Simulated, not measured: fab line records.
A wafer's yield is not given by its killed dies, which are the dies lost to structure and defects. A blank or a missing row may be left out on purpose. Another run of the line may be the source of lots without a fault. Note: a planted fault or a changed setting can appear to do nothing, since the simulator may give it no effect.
Struck lot and sound lot, side by side | flow nandHarc | 15 out of 1302 route steps
Sound: the wafers L350.1, L350.2, L350.6. Wafers struck: L351.1, L351.2, L351.5. The cause is named last.
Per side, at each step with rows, come the tool, then ch with its chambers, and then its first start. Under that, the readings that differ: sound wafers | struck wafers | difference of the means | sigmas: that difference in standard deviations of wafers without a fault.
alike: readings whose means differ by less than 2 such deviations, and words and numbers that are the same on both sides. not compared: withheld readings, readings that some wafer has no value for, bounds like >300 that may hide the same value, and numbers for which the record gives no deviation and whose values overlap.
The two part at a step that has a row with sigmas, a row that says differs or no value, or rows on one side only. Numbers that don't overlap but have no deviation are shown without sigmas and don't part them. A reading that every wafer of one side lacks parts them only if that side has two wafers or more.

first, 8 steps without rows for these wafers: NHARC_THIN_TSV_DEHYDRATE_25 (time 120 s); NHARC_THIN_TSV_HMDS_26 (time 30 s); NHARC_THIN_TSV_COAT_27; NHARC_THIN_TSV_SOFTBAKE_28 (time 95 s); NHARC_THIN_TSV_EBR_29; NHARC_THIN_TSV_EXPOSE_30 (exposes mask PAD); NHARC_THIN_TSV_PEB_31 (peb time 85 s); NHARC_THIN_TSV_DEVELOP_32 (time 70 s).
NHARC_THIN_TSV_CD_MEAS_33: target cd 5000 nm.
  sound on cdSem-01 ch 0, day 27 02:48; struck on cdSem-02 ch 0, day 28 15:47
  alike: cdNm
then, 1 step without rows for these wafers: NHARC_THIN_TSV_HARDBAKE_34 (time 80 s).
NHARC_THIN_TSV_DESCUM_35: chemistry O2, time 3 s.
  sound on rieDiel-13 ch 1,2, day 27 02:58; struck on rieDiel-13 ch 0,2,3, day 28 15:57
  alike: drypumpMotorCurrentA, oesProductAu, rfVppV, showerheadPlenumPTorr, throttleValvePct
  not compared: rfHoursCounterH
NHARC_THIN_TSV_ETCH_59: etches the open film in Cl2/BCl3, target depth 880 nm, time 138.1 s.
  sound on rieMetal-03 ch 0,1, day 27 03:05; struck on rieMetal-02 ch 0,1, day 28 16:04
reading   | sound                | struck             | difference | sigmas
biasW (W) | 100.66 100.28 100.52 | 99.54 100.24 99.66 | -0.67      | -2
  alike: bcl3FlowSccm, drypumpMotorCurrentA, oesProductAu, rfFwdPowerW, throttleValvePct
  not compared: rfHoursCounterH
NHARC_THIN_TSV_ETCH_36: etches the open film in Cl2/BCl3, target depth 65 nm, time 18.571 s.
  sound on rieMetal-03 ch 0,1, day 27 03:21; struck on rieMetal-02 ch 0,1, day 28 16:19
  no value came back on the struck wafers for chamberPressureMTorr (mTorr), drypumpMotorCurrentA (A), oesProductAu (a.u.); on the sound wafers chamberPressureMTorr (mTorr) reads 10.004 10.000 9.974
  not compared: rfHoursCounterH
NHARC_THIN_TSV_STRIP_56: strips in O2.
  sound on plasmaAsher-02 ch 0,1, day 27 03:27; struck on plasmaAsher-02 ch 0,1, day 28 16:25
  alike: drypumpMotorCurrentA, heaterPowerW
  not compared: rfHoursCounterH
NHARC_END_SORT_01:
  here the record holds rows for the struck wafers (prober-01 ch 0, day 29 04:01) but none for the sound ones

WHERE THEY PART
Last at NHARC_END_SORT_01 as far as this record goes, first at NHARC_THIN_TSV_ETCH_59.

WHY: what had been put in by the simulator
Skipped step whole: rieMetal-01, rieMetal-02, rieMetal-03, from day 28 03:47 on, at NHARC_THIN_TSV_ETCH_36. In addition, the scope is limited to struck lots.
